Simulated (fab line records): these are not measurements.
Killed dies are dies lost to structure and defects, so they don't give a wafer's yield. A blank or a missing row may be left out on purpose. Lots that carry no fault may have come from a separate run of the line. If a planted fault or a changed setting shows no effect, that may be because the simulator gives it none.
8D (eight disciplines) problem report, filled in by code + flow n5Finfet + the parts of the form that need people (team, actions taken, sign-off) are left out

1. WHAT WENT WRONG
Mean of biasW at N5_BEOL_M4_ETCH_64: 108.7 W across 6 wafers in 2 lots; on wafers with no fault it is 150.0 W (standard deviation 0.43). That is -96 standard deviations from the usual mean.
The step: etches SOC in N2/H2, target depth 75 nm, overetch 22.5 nm, time 121.9 s.
The first sign was on wafer L955.2 at day 12 03:20, on rieDiel-02. The record has a number at this step for 27 wafers belonging to 9 lots. Rule for "out", or "out of limits": more than 4 standard deviations from the usual mean. All remaining wafers that have a number are taken as sound.

2. WHAT IT IS, WHAT IT ISN'T
| question                    | is                     | is not                                                                                |
|-----------------------------|------------------------|---------------------------------------------------------------------------------------|
| which readings at this step | biasW, rfVppV          | drypumpMotorCurrentA, oesProductAu, showerheadPlenumPTorr, throttleValvePct           |
| which lots                  | L955, L956             | L947, L949, L951, L960, L961, L963, L964                                              |
| which wafers of those lots  | all that have a number | -                                                                                     |
| read on which tools         | rieDiel-02             | rieDiel-04, rieDiel-05                                                                |
| when                        | from day 12 03:20      | up to then (9 sound wafers); but 12 sound wafers of L960, L961, L963, L964 came after |

3. SUSPECTS, AND WHAT RULES EACH OUT
Counting: a tool at a process step up to the reading stays a suspect if it ran every lot that is out and no sound lot after the first of them.
- rieDiel-02 at N5_BEOL_M4_ETCH_74 (etches underlayer in N2/H2, target depth 6.5 nm, time 5.2 s): kept. It processed each lot that is out, first L955 at day 12 03:18, and no sound lot thereafter; up to then, the last sound lot it processed was L951 at day 9 09:02.
- rieDiel-02 at N5_BEOL_M4_ETCH_64 (etches SOC in N2/H2, target depth 75 nm, overetch 22.5 nm, time 121.9 s): kept. It processed each lot that is out, first L955 at day 12 03:20, and no sound lot thereafter; up to then, the last sound lot it processed was L951 at day 9 09:05. Its own readings are out on those wafers: biasW, rfVppV.
The count leaves rieDiel-02 at N5_BEOL_M4_ETCH_64 and rieDiel-02 at N5_BEOL_M4_ETCH_74.

4. THE CAUSE (what the simulator had put in)
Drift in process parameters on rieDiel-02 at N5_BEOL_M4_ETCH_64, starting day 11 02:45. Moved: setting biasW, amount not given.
Counting leaves 2 suspects; this tool is one of them.

5. THE CHAIN OF EFFECTS, in route order
Each row: a reading where the mean over the struck wafers with a number is more than 3 standard deviations away from the usual. Only readings whose record carries a usual standard deviation are examined. hours: median over the lots of the time between each lot's start at the first step of this table that gives one and its start at this step. sigmas: the change, counted in usual standard deviations.
| hours | step               | reading | usual   | on struck wafers | change | sigmas |
|-------|--------------------|---------|---------|------------------|--------|--------|
| 0     | N5_BEOL_M4_ETCH_64 | biasW   | 150.0 W | 108.7            | -41.3  | -96    |
| 0     | N5_BEOL_M4_ETCH_64 | rfVppV  | 524.2 V | 425.3            | -98.9  | -34    |
Process steps it contains:
- N5_BEOL_M4_ETCH_64: etches SOC in N2/H2, target depth 75 nm, overetch 22.5 nm, time 121.9 s.
At these later measuring or inspecting steps, every struck wafer for which the step has a row has a number for every such reading, and none has moved that far: N5_BEOL_M4_RC_MEAS_101.

6. HOW IT WOULD HAVE BEEN CAUGHT EARLIER
In this record no reading fell out of limits until day 12 03:20, 25 hours after the fault had begun at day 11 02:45.
